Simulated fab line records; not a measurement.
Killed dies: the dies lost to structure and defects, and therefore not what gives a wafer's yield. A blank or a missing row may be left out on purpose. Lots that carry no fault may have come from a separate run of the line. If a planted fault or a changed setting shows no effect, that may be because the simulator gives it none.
Matching of chambers ; flow nandHarc ; 4 sister chambers for NHARC_A_BONDPAD_STRIP_15 on rieDiel-09
The step strips in O2. 4 wafers are shown with their chamber, then 9 later ones without.

## WAFERS, EACH WITH ITS CHAMBER
wafer;chamber;drypumpMotorCurrentA (A)
L617.3;2;5.6
L616.1;3;5.0
L616.2;1;5.3
L616.4;0;5.6

## WAFERS WHOSE CHAMBER IS MISSING
wafer;drypumpMotorCurrentA (A)
L619.1;5.1
L619.2;5.6
L619.4;5.6
L618.1;5.1
L618.4;5.3
L618.5;5.3
L621.2;5.6
L620.2;5.3
L620.4;5.6

## EACH ONE'S CHAMBER
wafer;from the rows above;in truth
L619.1;3;3
L619.2;can't be placed: 0 or 2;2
L619.4;can't be placed: 0 or 2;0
L618.1;3;3
L618.4;1;1
L618.5;1;1
L621.2;can't be placed: 0 or 2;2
L620.2;1;1
L620.4;can't be placed: 0 or 2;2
Correct placement for 5 of the 9. Cannot be placed on the basis of these rows: 4; the candidates contain the true chamber in 4. Wrongly placed: 0.
How it was worked out, from the rows above alone: a wafer's distance from a chamber is the root of the sum, over the readings, of the square of ((its reading less the chamber's mean) divided by the reading's scatter). The wafer belongs to the nearest chamber; if the next one is less than 2 further off, it can't be placed. Each chamber's mean is taken over the wafers shown for it. The scatter (one wafer shown for each chamber): square how far every hidden wafer sits from the nearest shown wafer, average those squares and take the square root.
